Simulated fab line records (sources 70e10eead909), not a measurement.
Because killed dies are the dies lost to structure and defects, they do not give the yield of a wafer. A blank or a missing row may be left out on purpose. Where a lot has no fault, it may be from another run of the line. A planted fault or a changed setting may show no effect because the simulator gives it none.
Code-filled problem report in 8D (eight disciplines) form -- flow nand harc -- the parts of the form that need people (team, actions taken, sign-off) are left out

== 1. THE PROBLEM ==
killed at periphery at NHARC_END_SORT_01 reads a mean of 626.0 on 1 wafer of 1 lot; wafers without a fault read 3.7 with a standard deviation of 2.6. So: +99 or more standard deviations from the usual mean.
First seen on wafer L943.6, day 29 06:32, on prober-01. The record holds 3 wafers of 1 lot with a number at this step. The rule behind "out" and "out of limits": a value lying over 4 standard deviations away from the usual mean. The rest of the wafers with a number are treated as sound.

== 2. WHAT IT IS, WHAT IT ISN'T ==
question,is,is not
which readings at this step,"killed at periphery, defect limited yield, killed dies","killed at array, killed at other, killed open, killed short"
which lots,L943,-
which wafers of those lots,L943.6,"L943.1, L943.4"
read on which gauges,prober-01,-
when,from day 29 06:32,up to then (2 sound wafers)

== 3. THE SUSPECTS, EACH WITH WHAT RULES IT OUT ==
Counting: any tool at a process step up to the reading remains a suspect provided it ran every lot that is out. Sound lots after the first of them don't rule it out here, since some wafers of a struck lot are sound.
- the gauge at NHARC_END_SORT_01: kept. All the wafers that are out were read on prober-01, and no step on other tools shows them out.
- pecvd-04 at NHARC_P_M0_DEP_00 (deposits SiOC, target thk 150 nm): kept. It ran the lot that is out, L943 (day 10 19:13).
- cmp-03 at NHARC_A_BONDPAD_CMP_19 (polishes, t overpolish 30 s, cu recess touch 16 s, target thk 169.82 nm): kept. It ran the lot that is out, L943 (day 27 23:26).
- pvd sputter-03 at NHARC_THIN_TSV_DEGAS_53 (time 60 s): kept. It ran the lot that is out, L943 (day 28 17:13).
- Within pecvd-04 at NHARC_P_M0_DEP_00: the wafers that are out ran in chamber 2; their sound lot-mates ran in chambers 0, 1.
Left after counting: pecvd-04 at NHARC_P_M0_DEP_00, cmp-03 at NHARC_A_BONDPAD_CMP_19, pvd sputter-03 at NHARC_THIN_TSV_DEGAS_53, prober-01 at NHARC_END_SORT_01.

== 4. THE CAUSE (what the simulator had put in) ==
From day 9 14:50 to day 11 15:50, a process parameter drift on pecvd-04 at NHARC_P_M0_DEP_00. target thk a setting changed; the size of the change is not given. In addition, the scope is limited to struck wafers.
This tool is one of the 4 suspects left after counting.

== 5. THE CHAIN OF EFFECTS, in route order ==
Each row: a reading where the mean over the struck wafers with a number is more than 3 standard deviations away from the usual. Only readings for which the record gives a usual standard deviation are gone through. hours: the time from each lot's start at the first step in this table that gives one to its start at this step, as a median over the lots. sigmas: the change in usual standard deviations.
hours,step,reading,usual,on struck wafers,change,sigmas
0,NHARC_END_SORT_01,defect limited yield,90.2 %,0.0,-90.2,-39
0,NHARC_END_SORT_01,killed at periphery,3.7,626.0,+622.3,+99 or more
0,NHARC_END_SORT_01,killed dies,66,677,+611,+41

== 6. WHAT WOULD HAVE CAUGHT IT SOONER ==
472 hours passed between the start of the fault at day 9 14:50 and the first reading out of limits at a measuring or inspecting step in this record, taken at day 29 06:32.
Of the tool readings at NHARC_P_M0_DEP_00 for which the record gives a usual standard deviation, none was out on any struck wafer, so an alarm limit of 4 standard deviations on them would not have fired.
By day 29 06:32, every lot that is out (1) had started NHARC_P_M0_DEP_00 on pecvd-04. Had the tool been put on hold then, not one of them would have been saved.
